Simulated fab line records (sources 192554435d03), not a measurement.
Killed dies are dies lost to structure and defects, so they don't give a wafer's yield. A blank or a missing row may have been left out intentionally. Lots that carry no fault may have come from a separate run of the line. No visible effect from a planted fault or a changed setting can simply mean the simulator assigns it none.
Struck lot and sound lot, side by side | flow n5-finfet | 16 steps out of a route of 1938
Sound: these wafers, L929.4, L929.5, L929.6. Wafers struck: L940.1, L940.2, L940.3. The cause comes at the end.
At each step with rows: each side's tool, then ch and its chambers, then its first start. Under that, the readings that differ: sound wafers | struck wafers | difference of the means | sigmas: that difference in standard deviations of wafers without a fault.
alike: words and numbers the same on both sides, and readings whose means are apart by under 2 such deviations; not compared: readings that were withheld, readings missing a value for some wafer, numbers with overlapping values and no deviation given by the record, and bounds like >300 which may hide the same value.
Wherever a step has rows on one side only, a row that says differs or no value, or a row with sigmas, the two part there. Numbers that have no deviation but don't overlap get no sigmas and don't part them. A reading missing from all wafers of one side parts the sides only when that side holds two or more wafers.

N5_BEOL_M1_OVL_MEAS_12:
  sound on overlay-01 ch 0, day 7 12:49; struck on overlay-02 ch 0, day 10 07:13
  alike: M1_OVL
N5_BEOL_M1_INSPECT_13: inspects for defects (brightfield).
  sound on defect-inspect-02, day 7 12:52; struck on defect-inspect-01, day 10 07:17
  reading          | sound       | struck      | difference | sigmas
  raw-defect-count | 411 310 340 | 732 695 469 | +278       | +3
then, 1 step without rows for these wafers: N5_BEOL_M1_DESCUM_16 (chemistry O2, time 7 s).
N5_BEOL_M1_ETCH_74: etches underlayer in N2/H2, target depth 6.5 nm, time 5.2 s.
  sound on rie-diel-02 ch 0,2,3, day 7 12:56; struck on rie-diel-05 ch 0,1,3, day 10 07:54
  reading                | sound | struck   | difference                   | sigmas
  rf-hours-counter-h (h) | - - - | 6 67 235 | no value on the sound wafers |
  alike: drypump-motor-current-A, etch-rf-on-time-s, n2-flow-sccm, oes-product-au, rf-vpp-V, showerhead-plenum-p-Torr, throttle-valve-pct
then, 1 step without rows for these wafers: N5_BEOL_M1_ETCH_63 (etches SiARC in CF4, target depth 15.6 nm, time 26 s).
N5_BEOL_M1_ETCH_64: etches SOC in N2/H2, target depth 75 nm, overetch 15 nm, time 112.5 s.
  sound on rie-diel-02 ch 0,2,3, day 7 13:01; struck on rie-diel-05 ch 0,1,3, day 10 07:57
  reading                | sound | struck   | difference                   | sigmas
  rf-hours-counter-h (h) | - - - | 6 67 235 | no value on the sound wafers |
  alike: drypump-motor-current-A, n2-flow-sccm, oes-product-au, rf-vpp-V, showerhead-plenum-p-Torr, throttle-valve-pct
then, 2 steps without rows for these wafers: N5_BEOL_M1_STRIP_65 (strips in N2/H2); N5_BEOL_M1_STRIP_75 (strips in N2/H2).
N5_BEOL_M1_STRIP_66: strips in CF4.
  sound on rie-diel-02 ch 0,2,3, day 7 13:06; struck on rie-diel-05 ch 0,1,3, day 10 08:05
  reading                | sound | struck   | difference                   | sigmas
  rf-hours-counter-h (h) | - - - | 6 67 235 | no value on the sound wafers |
  alike: drypump-motor-current-A, oes-product-au, rf-vpp-V, showerhead-plenum-p-Torr, throttle-valve-pct
N5_BEOL_M1_HM_OPEN_17: chemistry Cl2/BCl3, target TiN, target depth 20 nm, overetch 6 nm.
  sound on rie-metal-01 ch 0,1, day 7 13:10; struck on rie-metal-03 ch 0,1, day 10 08:07
  alike: drypump-motor-current-A, oes-product-au, throttle-valve-pct
  not compared: rf-hours-counter-h
N5_BEOL_M1_STRIP_19: strips in O2.
  sound on rie-diel-03 ch 0,2,3, day 7 13:16; struck on rie-diel-02 ch 0,1,2, day 10 08:14
  reading                | sound | struck      | difference                   | sigmas
  rf-hours-counter-h (h) | - - - | 247 198 139 | no value on the sound wafers |
  alike: drypump-motor-current-A, oes-product-au, rf-vpp-V, showerhead-plenum-p-Torr, throttle-valve-pct
N5_BEOL_M1_CD_MEAS_18: pitch 36 nm, target cd 18 nm.
  sound on cd-sem-03, day 7 13:19; struck on cd-sem-03, day 10 08:18
  alike: cd-nm
N5_BEOL_M1_COAT_67: time 60 s, resist thk 60 nm.
  sound on litho-track-05 ch 0, day 7 13:21; struck on litho-track-05 ch 0, day 10 08:20
  reading                  | sound                | struck               | difference | sigmas
  heater-power-total-W (W) | 499.7 499.2 503.1    | 486.4 486.4 489.0    | -13.4      | -7
  plate-temp-C (C)         | 249.91 249.74 249.95 | 244.20 244.28 244.53 | -5.53      | -29
  alike: chill-plate-temp-C
then, 1 step without rows for these wafers: N5_BEOL_M1_COAT_68 (time 60 s, resist thk 12 nm).
-- here the record skips 3 days between the struck wafers' starts before and after, leaving off in module BEOL_M1 and picking up in module BEOL_M4 (first step shown: number 1111 of the route) --
N5_BEOL_M4_RC_MEAS_101:
  sound on prober-02 ch 0, day 11 02:08; struck on prober-01 ch 0, day 13 20:19
  reading       | sound       | struck      | difference | sigmas
  ION_P (uA/um) | 444 446 442 | 463 450 464 | +15        | +2
  alike: DIBL_N, DIBL_P, IOFF_N, IOFF_P, ION_N, SS_N, SS_P, VT_N, VT_P
-- the record jumps here: 5 days lie between the struck wafers' starts before and after (it left off in module BEOL_M4 and takes up again in module PASSIVATION, whose first step shown is number 1936 of the route) --
N5_PASSIVATION_PROBE_49:
  record: rows for the struck wafers here (prober-01, day 18 15:17), none for the sound ones

== WHERE THEY PART ==
Last at N5_PASSIVATION_PROBE_49 as far as this record goes, first at N5_BEOL_M1_INSPECT_13.

WHY: what the simulator had put in
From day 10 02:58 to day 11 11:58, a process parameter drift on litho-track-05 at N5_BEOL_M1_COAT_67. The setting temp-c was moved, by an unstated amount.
